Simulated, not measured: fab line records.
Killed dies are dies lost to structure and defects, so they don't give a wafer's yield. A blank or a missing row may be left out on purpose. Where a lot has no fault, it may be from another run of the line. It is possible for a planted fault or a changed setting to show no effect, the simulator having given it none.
Split-lot experiment || flow n5-finfet || 7 lots, 39 wafers read, on a route of 1938 steps

== THE SPLIT ==
At N5_BEOL_M1_PECVD_72 (deposits SiO2 from TEOS/O2, target thk 16 nm, time 18 s), the setting time-s was moved away from the recipe's 18 s on 18 of the 39 wafers read, by -19.7% to +49.9%. All remaining wafers had this setting at the recipe value.

The split's own step is where the reading is taken.

== THE READING ==
SiO2_of_BEOL_M1_PECVD_72.thk-nm (the simulator's own value, which no gauge read), in nm, at N5_BEOL_M1_PECVD_72 (deposits SiO2 from TEOS/O2, target thk 16 nm, time 18 s). The file does not state a usual value for it. The 21 wafers here that ran the recipe average 16.0 nm, standard deviation 0.23 nm.

{"wafer": "L076.1", "tool, chamber at the split": "pecvd-04, 2,0", "time-s as run, s": 20.86, "against the recipe": "+15.9%", "SiO2_of_BEOL_M1_PECVD_72.thk-nm, nm": 18.2, "against lot-mates on the recipe": "+2.1"}
{"wafer": "L076.2", "tool, chamber at the split": "pecvd-04, 2,0", "time-s as run, s": 20.86, "against the recipe": "+15.9%", "SiO2_of_BEOL_M1_PECVD_72.thk-nm, nm": 18.2, "against lot-mates on the recipe": "+2.1"}
{"wafer": "L076.3", "tool, chamber at the split": "pecvd-04, 1", "time-s as run, s": 20.86, "against the recipe": "+15.9%", "SiO2_of_BEOL_M1_PECVD_72.thk-nm, nm": 18.4, "against lot-mates on the recipe": "+2.3"}
{"wafer": "L076.4", "tool, chamber at the split": "pecvd-04, 1,0", "time-s as run, s": 18, "against the recipe": "recipe", "SiO2_of_BEOL_M1_PECVD_72.thk-nm, nm": 16.2, "against lot-mates on the recipe": "-"}
{"wafer": "L076.6", "tool, chamber at the split": "pecvd-04, 1,0", "time-s as run, s": 18, "against the recipe": "recipe", "SiO2_of_BEOL_M1_PECVD_72.thk-nm, nm": 16.2, "against lot-mates on the recipe": "-"}
{"wafer": "L076.5", "tool, chamber at the split": "pecvd-04, 2", "time-s as run, s": 18, "against the recipe": "recipe", "SiO2_of_BEOL_M1_PECVD_72.thk-nm, nm": 16, "against lot-mates on the recipe": "-"}
{"wafer": "L081.1", "tool, chamber at the split": "pecvd-04, 1,0", "time-s as run, s": 14.45, "against the recipe": "-19.7%", "SiO2_of_BEOL_M1_PECVD_72.thk-nm, nm": 13, "against lot-mates on the recipe": -3.1}
{"wafer": "L081.3", "tool, chamber at the split": "pecvd-04, 1,0", "time-s as run, s": 14.45, "against the recipe": "-19.7%", "SiO2_of_BEOL_M1_PECVD_72.thk-nm, nm": 13, "against lot-mates on the recipe": -3.1}
{"wafer": "L081.2", "tool, chamber at the split": "pecvd-04, 2", "time-s as run, s": 18, "against the recipe": "recipe", "SiO2_of_BEOL_M1_PECVD_72.thk-nm, nm": 15.8, "against lot-mates on the recipe": "-"}
{"wafer": "L081.4", "tool, chamber at the split": "pecvd-04, 1", "time-s as run, s": 14.45, "against the recipe": "-19.7%", "SiO2_of_BEOL_M1_PECVD_72.thk-nm, nm": 13.4, "against lot-mates on the recipe": -2.7}
{"wafer": "L081.5", "tool, chamber at the split": "pecvd-04, 2", "time-s as run, s": 18, "against the recipe": "recipe", "SiO2_of_BEOL_M1_PECVD_72.thk-nm, nm": 16.4, "against lot-mates on the recipe": "-"}
{"wafer": "L081.6", "tool, chamber at the split": "pecvd-04, 0", "time-s as run, s": 18, "against the recipe": "recipe", "SiO2_of_BEOL_M1_PECVD_72.thk-nm, nm": 16.2, "against lot-mates on the recipe": "-"}
{"wafer": "L084.1", "tool, chamber at the split": "pecvd-03, 0", "time-s as run, s": 26.98, "against the recipe": "+49.9%", "SiO2_of_BEOL_M1_PECVD_72.thk-nm, nm": 23.8, "against lot-mates on the recipe": "+7.8"}
{"wafer": "L084.2", "tool, chamber at the split": "pecvd-03, 2", "time-s as run, s": 18, "against the recipe": "recipe", "SiO2_of_BEOL_M1_PECVD_72.thk-nm, nm": 15.8, "against lot-mates on the recipe": "-"}
{"wafer": "L084.3", "tool, chamber at the split": "pecvd-03, 1", "time-s as run, s": 18, "against the recipe": "recipe", "SiO2_of_BEOL_M1_PECVD_72.thk-nm, nm": 16.2, "against lot-mates on the recipe": "-"}
{"wafer": "L084.4", "tool, chamber at the split": "pecvd-03, 2", "time-s as run, s": 26.98, "against the recipe": "+49.9%", "SiO2_of_BEOL_M1_PECVD_72.thk-nm, nm": 24, "against lot-mates on the recipe": "+8.0"}
{"wafer": "L084.5", "tool, chamber at the split": "pecvd-03, 1", "time-s as run, s": 26.98, "against the recipe": "+49.9%", "SiO2_of_BEOL_M1_PECVD_72.thk-nm, nm": 24.2, "against lot-mates on the recipe": "+8.2"}
{"wafer": "L084.6", "tool, chamber at the split": "pecvd-03, 0", "time-s as run, s": 18, "against the recipe": "recipe", "SiO2_of_BEOL_M1_PECVD_72.thk-nm, nm": 16, "against lot-mates on the recipe": "-"}
{"wafer": "L085.1", "tool, chamber at the split": "pecvd-03, 1", "time-s as run, s": 18, "against the recipe": "recipe", "SiO2_of_BEOL_M1_PECVD_72.thk-nm, nm": 15.8, "against lot-mates on the recipe": "-"}
{"wafer": "L085.2", "tool, chamber at the split": "pecvd-03, 2,0", "time-s as run, s": 23.97, "against the recipe": "+33.2%", "SiO2_of_BEOL_M1_PECVD_72.thk-nm, nm": 21, "against lot-mates on the recipe": "+5.0"}
{"wafer": "L085.3", "tool, chamber at the split": "pecvd-03, 2,0", "time-s as run, s": 23.97, "against the recipe": "+33.2%", "SiO2_of_BEOL_M1_PECVD_72.thk-nm, nm": 21, "against lot-mates on the recipe": "+5.0"}
{"wafer": "L085.4", "tool, chamber at the split": "pecvd-03, 2", "time-s as run, s": 23.97, "against the recipe": "+33.2%", "SiO2_of_BEOL_M1_PECVD_72.thk-nm, nm": 21.2, "against lot-mates on the recipe": "+5.2"}
{"wafer": "L085.5", "tool, chamber at the split": "pecvd-03, 1", "time-s as run, s": 18, "against the recipe": "recipe", "SiO2_of_BEOL_M1_PECVD_72.thk-nm, nm": 16, "against lot-mates on the recipe": "-"}
{"wafer": "L085.6", "tool, chamber at the split": "pecvd-03, 0", "time-s as run, s": 18, "against the recipe": "recipe", "SiO2_of_BEOL_M1_PECVD_72.thk-nm, nm": 16.2, "against lot-mates on the recipe": "-"}
{"wafer": "L087.1", "tool, chamber at the split": "pecvd-01, 1", "time-s as run, s": 18, "against the recipe": "recipe", "SiO2_of_BEOL_M1_PECVD_72.thk-nm, nm": 16, "against lot-mates on the recipe": "-"}
{"wafer": "L087.4", "tool, chamber at the split": "pecvd-01, 2", "time-s as run, s": 18, "against the recipe": "recipe", "SiO2_of_BEOL_M1_PECVD_72.thk-nm, nm": 16.2, "against lot-mates on the recipe": "-"}
{"wafer": "L087.5", "tool, chamber at the split": "pecvd-01, 1", "time-s as run, s": 18, "against the recipe": "recipe", "SiO2_of_BEOL_M1_PECVD_72.thk-nm, nm": 16.4, "against lot-mates on the recipe": "-"}
{"wafer": "L089.1", "tool, chamber at the split": "pecvd-04, 0,1,1", "time-s as run, s": 21.27, "against the recipe": "+18.2%", "SiO2_of_BEOL_M1_PECVD_72.thk-nm, nm": 18.6, "against lot-mates on the recipe": "+2.7"}
{"wafer": "L089.3", "tool, chamber at the split": "pecvd-04, 0,1,1", "time-s as run, s": 21.27, "against the recipe": "+18.2%", "SiO2_of_BEOL_M1_PECVD_72.thk-nm, nm": 18.6, "against lot-mates on the recipe": "+2.7"}
{"wafer": "L089.6", "tool, chamber at the split": "pecvd-04, 0,1,1", "time-s as run, s": 21.27, "against the recipe": "+18.2%", "SiO2_of_BEOL_M1_PECVD_72.thk-nm, nm": 18.6, "against lot-mates on the recipe": "+2.7"}
{"wafer": "L089.2", "tool, chamber at the split": "pecvd-04, 1", "time-s as run, s": 18, "against the recipe": "recipe", "SiO2_of_BEOL_M1_PECVD_72.thk-nm, nm": 15.8, "against lot-mates on the recipe": "-"}
{"wafer": "L089.4", "tool, chamber at the split": "pecvd-04, 0", "time-s as run, s": 18, "against the recipe": "recipe", "SiO2_of_BEOL_M1_PECVD_72.thk-nm, nm": 16.2, "against lot-mates on the recipe": "-"}
{"wafer": "L089.5", "tool, chamber at the split": "pecvd-04, 0", "time-s as run, s": 18, "against the recipe": "recipe", "SiO2_of_BEOL_M1_PECVD_72.thk-nm, nm": 15.6, "against lot-mates on the recipe": "-"}
{"wafer": "L094.1", "tool, chamber at the split": "pecvd-04, 1", "time-s as run, s": 18, "against the recipe": "recipe", "SiO2_of_BEOL_M1_PECVD_72.thk-nm, nm": 15.6, "against lot-mates on the recipe": "-"}
{"wafer": "L094.2", "tool, chamber at the split": "pecvd-04, 2", "time-s as run, s": 15.21, "against the recipe": "-15.5%", "SiO2_of_BEOL_M1_PECVD_72.thk-nm, nm": 13.4, "against lot-mates on the recipe": -2.4}
{"wafer": "L094.3", "tool, chamber at the split": "pecvd-04, 0", "time-s as run, s": 18, "against the recipe": "recipe", "SiO2_of_BEOL_M1_PECVD_72.thk-nm, nm": 15.8, "against lot-mates on the recipe": "-"}
{"wafer": "L094.4", "tool, chamber at the split": "pecvd-04, 1", "time-s as run, s": 18, "against the recipe": "recipe", "SiO2_of_BEOL_M1_PECVD_72.thk-nm, nm": 16, "against lot-mates on the recipe": "-"}
{"wafer": "L094.5", "tool, chamber at the split": "pecvd-04, 0", "time-s as run, s": 15.21, "against the recipe": "-15.5%", "SiO2_of_BEOL_M1_PECVD_72.thk-nm, nm": 13.6, "against lot-mates on the recipe": -2.2}
{"wafer": "L094.6", "tool, chamber at the split": "pecvd-04, 2", "time-s as run, s": 15.21, "against the recipe": "-15.5%", "SiO2_of_BEOL_M1_PECVD_72.thk-nm, nm": 13.8, "against lot-mates on the recipe": -2.0}
Rows listing several chambers each stand for several wafers; the file does not say which wafer went through which chamber.

THE FIT
A straight line over all 39 wafers: SiO2_of_BEOL_M1_PECVD_72.thk-nm changes by +0.155 nm for each +1% of time-s; r = +1.00; the points scatter about the line by 0.23 nm.
The same after taking each lot's own level away (the mean of its wafers on the recipe; 39 wafers): +0.155 nm for each +1%; r = +1.00; scatter 0.22 nm.
On that fit, the largest move of time-s shifts the reading by 7.7 nm.
From 15.80 to 16.20 nm: that is the span of the lots' own levels, equal to 1.7 times the standard deviation above.
So the lot-to-lot level changes the slope little: the two slopes agree.
Check: for one of the wafers moved furthest among these (+49.9%), held out of the fit, the line's prediction against its lot-mates is +7.72 nm. Against them it came out at +7.8 nm.

== FURTHER SPLITS ON THESE WAFERS ==
Note: prior to the reading, these wafers also went through further splits. Each is held against what the fit with the lots' levels taken away leaves over:
{"other split on the same wafers": "N5_FIN_SAQP_HM_DEP_72 target-thk-a", "wafers away from the commonest value": 9, "r with SiO2_of_BEOL_M1_PECVD_72.thk-nm (lot level and that fit taken away)": -0.20}
{"other split on the same wafers": "N5_HKMG_FIN_ETCH_35 target-depth-a", "wafers away from the commonest value": 15, "r with SiO2_of_BEOL_M1_PECVD_72.thk-nm (lot level and that fit taken away)": "+0.08"}
{"other split on the same wafers": "N5_MOL_CONTACT_COAG_ETCH_67 target-depth-a", "wafers away from the commonest value": 9, "r with SiO2_of_BEOL_M1_PECVD_72.thk-nm (lot level and that fit taken away)": "+0.02"}

== THE FILE'S OWN FIT ==
SiO2_of_BEOL_M1_PECVD_72.thk-nm changes by +0.155 nm for each +1% of time-s, r = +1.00.
